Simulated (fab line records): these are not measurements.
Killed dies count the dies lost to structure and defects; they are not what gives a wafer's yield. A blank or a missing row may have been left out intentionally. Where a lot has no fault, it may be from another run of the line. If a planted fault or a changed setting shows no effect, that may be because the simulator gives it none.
Which tool was responsible? ; flow nandHarc ; 72 wafers from 24 lots sampled at 2 of the route's 1159 steps

## WHAT EACH GAUGE READ, for each wafer
NHARC_A_START_INSPECT_01. Usual: rawDefectCount reads 3.5 (standard deviation 2).
lot;measured;on;rawDefectCount;flag
L074;day 6 14:20;defectInspect-02;2 4 6;
L076;day 6 19:19;defectInspect-01;2 4 7;
L075;day 6 20:10;defectInspect-02;8 2 4;
L077;day 7 16:43;defectInspect-01;3 1 1;
L078;day 7 18:35;defectInspect-01;3 5 4;
L079;day 7 22:05;defectInspect-02;5 5 2;
L080;day 7 22:46;defectInspect-01;2 6 5;
L081;day 8 07:14;defectInspect-01;1 0 2;
L082;day 8 12:17;defectInspect-02;0 3 6;
L084;day 8 17:39;defectInspect-01;5 4 4;
L083;day 8 18:37;defectInspect-01;2 5 4;
L088;day 9 21:08;defectInspect-01;2 3 8;
L085;day 9 22:22;defectInspect-02;3 4 5;
L086;day 10 07:46;defectInspect-02;1 1 5;
L087;day 10 13:29;defectInspect-02;4 1 2;
L089;day 10 15:23;defectInspect-01;2 2 4;
L090;day 10 16:22;defectInspect-01;1 4 3;
L091;day 10 17:34;defectInspect-02;1 1 4;
L092;day 11 02:46;defectInspect-01;8 3 1;
L093;day 11 07:58;defectInspect-02;1 4 2;
L095;day 11 10:52;defectInspect-02;0 5 3;
L094;day 11 11:36;defectInspect-01;5 2 9;
L096;day 12 01:20;defectInspect-02;8 6 1;
L097;day 12 14:41;defectInspect-02;4 2 2;

NHARC_A_ONON_D1_INSPECT_32. Usual: rawDefectCount reads 73 (standard deviation 24).
lot;measured;on;rawDefectCount;flag
L074;day 8 02:03;defectInspect-01;71 63 69;
L076;day 8 07:23;defectInspect-02;67 31 33;
L075;day 8 07:26;defectInspect-01;58 46 57;
L077;day 9 04:56;defectInspect-02;86 73 109;
L078;day 9 04:57;defectInspect-02;61 88 52;
L079;day 9 09:29;defectInspect-02;58 49 77;
L080;day 9 09:30;defectInspect-01;67 103 97;
L081;day 9 20:14;defectInspect-01;39 52 53;
L082;day 10 07:38;defectInspect-01;50 69 49;
L084;day 10 07:49;defectInspect-02;52 62 92;
L083;day 10 07:36;defectInspect-02;70 88 66;
L088;day 11 12:01;defectInspect-01;67 62 65;
L085;day 11 11:56;defectInspect-01;79 78 96;
L086;day 11 21:07;defectInspect-01;121 79 85;
L087;day 12 03:47;defectInspect-02;116 89 96;
L089;day 12 03:43;defectInspect-01;130 97 135;
L090;day 12 03:42;defectInspect-02;59 39 56;
L091;day 12 08:12;defectInspect-02;51 58 50;
L092;day 12 19:19;defectInspect-02;71 104 55;
L093;day 12 19:21;defectInspect-01;110 79 126;
L095;day 12 19:25;defectInspect-01;57 69 66;
L094;day 13 00:56;defectInspect-02;102 77 52;
L096;day 13 15:41;defectInspect-01;50 65 146;
L097;day 14 02:11;defectInspect-01;86 77 74;

## WHAT TOOL EACH LOT RAN ON (gives the tool, then ch and the chambers of the sampled wafers, and finally the start)
Record: no process step prior to these readings.

## WHAT THE TOOLS THEMSELVES READ (means of the sampled wafers that have a number; where no wafer has one, the mark that the record gives instead)
The record holds no such reading with a usual standard deviation.

## THE ANSWER, worked out from the rows above alone
Rule: a lot is off if the mean of its wafers that have a number lies more than 3 standard deviations from the usual mean. Also off: a lot with no number at a reading for which 4 or more lots have one. Any other lot the step has rows for is counted as sound. The gauges are gone through in route order, then the tools' own readings, and for those a lot's mean is taken as printed above. At the first step where some lot is off, the reading lying furthest off is the one used; lots without a number count as furthest.
Nothing can be told from this: no lot is off at any reading shown.

## WHAT THE SIMULATOR PUT IN
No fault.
